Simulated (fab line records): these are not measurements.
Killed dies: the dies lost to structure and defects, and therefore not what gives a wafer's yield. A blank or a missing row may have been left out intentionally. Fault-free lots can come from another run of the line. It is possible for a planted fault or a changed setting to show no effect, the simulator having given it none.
A single fault, viewed from 3 desks ; flow n5 finfet ; numbers are kept per desk, each desk with only its own; the story behind them comes last

## THE DEFECT DESK
Counts from the inspections along the route, per lot, as means over the sampled wafers that have a number. If a lot's mean is further than 4 standard deviations from the usual mean, the lot is out of limits and carries the mark OUT (the distance appears in the brackets).
Columns: A = raw defect count at N5_BEOL_M7_INSPECT_30, usual 391
lot;first seen here;A
L252;day 9 11:23;365
L256;day 10 09:08;476
L257;day 10 15:02;409
L258;day 11 01:41;397
L262;day 11 18:24;375
L266;day 13 02:15;378
L270;day 13 23:28;534
Finding of this desk: none of the 7 lots has anything out of limits.

## AT THE METROLOGY DESK
Lot by lot, what the gauges showed, no matter which tool ran the lot: averages of those sampled wafers that carry a number. If a lot's mean is further than 4 standard deviations from the usual mean, the lot is out of limits and carries the mark OUT (the distance appears in the brackets).
Columns: A = cd nm at N5_BEOL_M7_CD_MEAS_28, usual 39.97 nm; B = V6_OVL at N5_BEOL_M7_OVL_MEAS_29, usual 0.0 nm
lot;first seen here;A;B
L252;day 9 11:18;40.09;0.0
L256;day 10 09:03;40.34;-0.1
L257;day 10 14:57;40.02;-0.0
L258;day 11 01:35;39.90;1.3
L262;day 11 18:19;39.84;-0.4
L266;day 13 02:10;39.85;-1.2
L270;day 13 23:22;40.25;0.6
Finding of this desk: none of the 7 lots has anything out of limits.

## FOR THE TOOL OWNER'S DESK: rie diel-03
The tool's own readings at N5_BEOL_M7_VIA_ETCH_34 (etches SiCOH lowk in C4F6/O2, target depth 125.5 nm, time 50.5 s): means of the sampled wafers that have a number, for each lot that ran on this tool. If a lot's mean is further than 4 standard deviations from the usual mean, the lot is out of limits and carries the mark OUT (the distance appears in the brackets).
Columns: A = drypump motor current A at N5_BEOL_M7_VIA_ETCH_34, usual 5.7 A; B = oes product au at N5_BEOL_M7_VIA_ETCH_34, usual 0.80 a.u.; C = rf fwd power W at N5_BEOL_M7_VIA_ETCH_34, usual 341.9 W; D = rf vpp V at N5_BEOL_M7_VIA_ETCH_34, usual 673 V; E = showerhead plenum p Torr at N5_BEOL_M7_VIA_ETCH_34, usual 2.85 Torr; F = throttle valve pct at N5_BEOL_M7_VIA_ETCH_34, usual 20.83 %
lot;first seen here;A;B;C;D;E;F
L256;day 10 09:41;5.6;0.78;425.3 (+56) OUT;610 (-4.8) OUT;2.84;20.88
L257;day 10 15:23;5.6;0.77;422.8 (+54) OUT;611 (-4.8) OUT;2.89;20.93
L258;day 11 01:53;5.5;0.84;425.5 (+56) OUT;606 (-5.2) OUT;2.89;20.61
L270;day 13 23:55;5.6;0.80;342.0;683;2.94;20.75
This desk finds L256, L257, L258 out of limits, L256 being first, at day 10 09:41 (rf fwd power W at N5_BEOL_M7_VIA_ETCH_34). Within limits: L270.

## BROUGHT TOGETHER
On L256, L257, L258, at day 10 09:41, an alarm was possible from the tool owner's desk.
Nothing out of limits was seen by the defect desk.
The metrology desk saw nothing out of limits.
The defect desk has L256, L257, L258 on record, within its limits.
The metrology desk holds a record of L256, L257, L258, inside its limits.
Of the lots named, all ran N5_BEOL_M7_VIA_ETCH_34 on rie diel-03.

## WHAT THE SIMULATOR HAD INSERTED
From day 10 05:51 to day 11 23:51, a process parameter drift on rie diel-03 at N5_BEOL_M7_VIA_ETCH_34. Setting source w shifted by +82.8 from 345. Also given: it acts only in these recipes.
Shown lots that were struck: L256, L257, L258.
Each desk's first reading out of limits, in hours after the fault started: the tool owner's desk, 4.
